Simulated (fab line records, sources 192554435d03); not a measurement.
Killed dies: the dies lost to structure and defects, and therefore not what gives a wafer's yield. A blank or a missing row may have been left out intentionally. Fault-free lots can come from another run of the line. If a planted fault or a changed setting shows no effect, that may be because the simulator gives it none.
Matching of chambers | flow n5-finfet | N5_BEOL_M0_SAQP_ETCH_102 on rie-si-06: 4 sister chambers
The step etches SiO2 in CF4, target depth 4 nm, time 4.4 s. 20 wafers are shown with their chamber, then 10 later ones without.

== WAFERS PAIRED WITH THEIR CHAMBERS ==
wafer  | chamber | throttle-valve-pct (%) | drypump-motor-current-A (A) | oes-product-au (a.u.)
L074.1 | 2       | 21.36                  | 6.1                         | 0.978
L074.3 | 1       | 21.67                  | 6.1                         | 0.983
L074.5 | 2       | 21.37                  | 6.1                         | 0.983
L076.4 | 0       | 21.88                  | 5.6                         | 0.988
L076.5 | 1       | 21.65                  | 6.1                         | 0.986
L076.6 | 0       | 21.88                  | 5.6                         | 0.992
L081.1 | 0       | 21.86                  | 5.6                         | 0.975
L081.2 | 1       | 21.64                  | 6.1                         | 0.986
L081.4 | 2       | 21.36                  | 6.2                         | 0.978
L083.2 | 0       | 21.88                  | 5.6                         | 0.980
L083.3 | 3       | 21.79                  | 5.9                         | 1.004
L083.4 | 2       | 21.37                  | 6.1                         | 0.980
L087.2 | 3       | 21.78                  | 5.9                         | 1.007
L087.4 | 1       | 21.65                  | 6.1                         | 0.983
L087.6 | 2       | 21.36                  | 6.1                         | 0.975
L089.1 | 1       | 21.65                  | 6.1                         | 0.977
L089.2 | 2       | 21.37                  | 6.1                         | 0.972
L089.3 | 3       | 21.78                  | 5.9                         | 1.008
L090.3 | 1       | 21.65                  | 6.1                         | 0.973
L090.5 | 1       | 21.67                  | 6.1                         | 0.972

SIGNATURES, as means of the wafers listed above
reading                 | chamber 0 | chamber 1 | chamber 2 | chamber 3 | scatter within a chamber
throttle-valve-pct      | 21.8750   | 21.6543   | 21.3650   | 21.7833   | 0.00897
drypump-motor-current-A | 5.600     | 6.100     | 6.117     | 5.900     | 0.0228
oes-product-au          | 0.98375   | 0.98000   | 0.97767   | 1.00633   | 0.00542
Rule: a wafer lies at a distance from a chamber equal to the root of the sum of squares, over the readings, of (its reading less the chamber's mean, divided by the reading's scatter). If the next closest chamber is less than 2 further off than the closest, the wafer can't be placed; otherwise it belongs to the closest. How the scatter is found: for the shown wafers, subtract from each reading the mean of its chamber, square and add these, divide the total by (wafers less chambers), then take the root.

== WAFERS WHOSE CHAMBER IS MISSING ==
wafer  | throttle-valve-pct (%) | drypump-motor-current-A (A) | oes-product-au (a.u.)
L090.6 | 21.86                  | 5.6                         | 0.982
L092.1 | 21.36                  | 6.2                         | 0.979
L092.2 | 21.66                  | 6.1                         | 0.982
L092.5 | 21.87                  | 5.6                         | 0.975
L095.4 | 21.38                  | 6.1                         | 0.982
L095.5 | 21.35                  | 6.1                         | 0.984
L095.6 | 21.77                  | 5.9                         | 1.005
L097.3 | 21.89                  | 5.6                         | 0.969
L097.4 | 21.65                  | 6.1                         | 0.979
L097.5 | 21.88                  | 5.6                         | 0.978

== THE CHAMBER EACH PASSED THROUGH ==
wafer  | from the rows above | in truth
L090.6 | 0                   | 0
L092.1 | 2                   | 2
L092.2 | 1                   | 1
L092.5 | 0                   | 0
L095.4 | 2                   | 2
L095.5 | 2                   | 2
L095.6 | 3                   | 3
L097.3 | 0                   | 0
L097.4 | 1                   | 1
L097.5 | 0                   | 0
Correctly placed: 10 of 10. Left unplaced by these rows: 0. Placed wrongly: 0.
